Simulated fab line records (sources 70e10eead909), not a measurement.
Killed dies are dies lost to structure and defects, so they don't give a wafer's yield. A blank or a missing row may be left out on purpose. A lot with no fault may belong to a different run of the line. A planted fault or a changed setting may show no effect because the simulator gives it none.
Chamber matching -- flow nand-harc -- NHARC_A_CHANNEL_FILL_D1_CMP_10 on cmp-01 has 4 sister chambers
The step polishes, target thk 150 nm. 14 wafers are shown with their chamber, then 7 later ones without.

## WAFERS WITH THEIR CHAMBER
wafer,chamber,motor-current-A (A),time-to-endpoint-s (s),slurry-filter-dp-kPa (kPa)
L081.3,1,12.8,16.3,13.45
L081.5,2,13.2,16.3,13.22
L081.6,3,10.8,14.8,13.75
L083.2,0,12.7,16.3,13.76
L083.5,3,11.5,12.4,13.35
L083.6,2,13.3,16.8,13.68
L085.1,1,13.0,15.1,13.64
L085.3,0,13.6,13.7,13.56
L085.6,3,11.1,11.0,13.45
L088.3,3,11.1,14.9,13.56
L088.5,0,12.8,15.8,13.28
L088.6,3,10.6,14.2,13.66
L089.3,0,13.9,14.0,13.61
L089.4,3,10.8,10.4,13.58

SIGNATURES, as means of the wafers listed above
reading,chamber 0,chamber 1,chamber 2,chamber 3,scatter within a chamber
motor-current-A,13.250,12.900,13.250,10.983,0.398
time-to-endpoint-s,14.950,15.700,16.550,12.950,1.59
slurry-filter-dp-kPa,13.5525,13.5450,13.4500,13.5583,0.186
Rule: for a wafer and a chamber, the distance is found by dividing, reading by reading, the gap between the wafer's reading and the chamber's mean by the reading's scatter, squaring, summing and taking the root. If the next closest chamber is less than 2 further off than the closest, the wafer can't be placed; otherwise it belongs to the closest. How the scatter is found: for the shown wafers, subtract from each reading the mean of its chamber, square and add these, divide the total by (wafers less chambers), then take the root.

## WAFERS MISSING THEIR CHAMBER
wafer,motor-current-A (A),time-to-endpoint-s (s),slurry-filter-dp-kPa (kPa)
L089.6,13.5,13.5,13.60
L093.1,13.9,16.3,13.27
L093.3,10.8,13.9,13.33
L093.4,12.4,18.8,13.52
L097.2,12.9,15.6,13.44
L097.3,13.3,13.9,13.45
L097.5,10.9,13.3,13.51

## CHAMBER TAKEN BY EACH
wafer,from the rows above,in truth
L089.6,can't be placed: 0 or 1 or 2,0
L093.1,can't be placed: 2 or 0 or 1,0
L093.3,3,3
L093.4,can't be placed: 1 or 2 or 0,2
L097.2,can't be placed: 1 or 2 or 0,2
L097.3,can't be placed: 0 or 1 or 2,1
L097.5,3,3
Placed correctly: 2 of 7. Not placeable from these rows: 5 (in 5, the candidates include the true chamber). Placed wrongly: 0.
